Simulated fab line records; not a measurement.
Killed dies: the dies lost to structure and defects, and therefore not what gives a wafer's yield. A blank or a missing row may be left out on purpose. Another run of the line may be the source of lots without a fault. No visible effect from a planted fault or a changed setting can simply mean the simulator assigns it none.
Chamber matching :: flow n5_finfet :: N5_BEOL_M15_DESCUM_15 on rie_diel-04: 4 sister chambers
The step chemistry O2, time 7.9 s. 8 wafers are shown with their chamber, then 7 later ones without.

EACH WAFER AND ITS CHAMBER
wafer: L076.5
chamber: 1
showerhead_plenum_p_Torr (Torr): 2.03
throttle_valve_pct (%): 20.18

wafer: L079.4
chamber: 1
showerhead_plenum_p_Torr (Torr): 2.03
throttle_valve_pct (%): 20.19

wafer: L081.6
chamber: 0
showerhead_plenum_p_Torr (Torr): 1.98
throttle_valve_pct (%): 20.50

wafer: L085.2
chamber: 3
showerhead_plenum_p_Torr (Torr): 2.07
throttle_valve_pct (%): 20.77

wafer: L085.3
chamber: 0
showerhead_plenum_p_Torr (Torr): 1.97
throttle_valve_pct (%): 20.52

wafer: L085.6
chamber: 2
showerhead_plenum_p_Torr (Torr): 2.21
throttle_valve_pct (%): 20.13

wafer: L093.1
chamber: 2
showerhead_plenum_p_Torr (Torr): 2.21
throttle_valve_pct (%): 20.17

wafer: L093.3
chamber: 3
showerhead_plenum_p_Torr (Torr): 2.06
throttle_valve_pct (%): 20.79

WAFERS WHOSE CHAMBER IS MISSING
wafer: L093.4
showerhead_plenum_p_Torr (Torr): 2.02
throttle_valve_pct (%): 20.25

wafer: L094.2
showerhead_plenum_p_Torr (Torr): 1.97
throttle_valve_pct (%): 20.51

wafer: L094.3
showerhead_plenum_p_Torr (Torr): 2.20
throttle_valve_pct (%): 20.17

wafer: L094.6
showerhead_plenum_p_Torr (Torr): 2.01
throttle_valve_pct (%): 20.25

wafer: L096.1
showerhead_plenum_p_Torr (Torr): 2.01
throttle_valve_pct (%): 20.25

wafer: L096.4
showerhead_plenum_p_Torr (Torr): 2.06
throttle_valve_pct (%): 20.81

wafer: L096.5
showerhead_plenum_p_Torr (Torr): 2.06
throttle_valve_pct (%): 20.80

THE CHAMBER EACH PASSED THROUGH
wafer: L093.4
from the rows above: 1
in truth: 1

wafer: L094.2
from the rows above: 0
in truth: 0

wafer: L094.3
from the rows above: 2
in truth: 2

wafer: L094.6
from the rows above: 1
in truth: 1

wafer: L096.1
from the rows above: 1
in truth: 1

wafer: L096.4
from the rows above: 3
in truth: 3

wafer: L096.5
from the rows above: 3
in truth: 3
7 of 7 placed correctly. Left unplaced by these rows: 0. Wrongly placed: 0.
How it was worked out, from the rows above alone: a wafer's distance from a chamber is the root of the sum, over the readings, of the square of ((its reading less the chamber's mean) divided by the reading's scatter). The wafer belongs to the nearest chamber; if the next one is less than 2 further off, it can't be placed. A chamber's mean is the mean of its shown wafers. The scatter: the root of (the sum of the squares of (reading less its chamber's mean) over the shown wafers, divided by (wafers less chambers)).
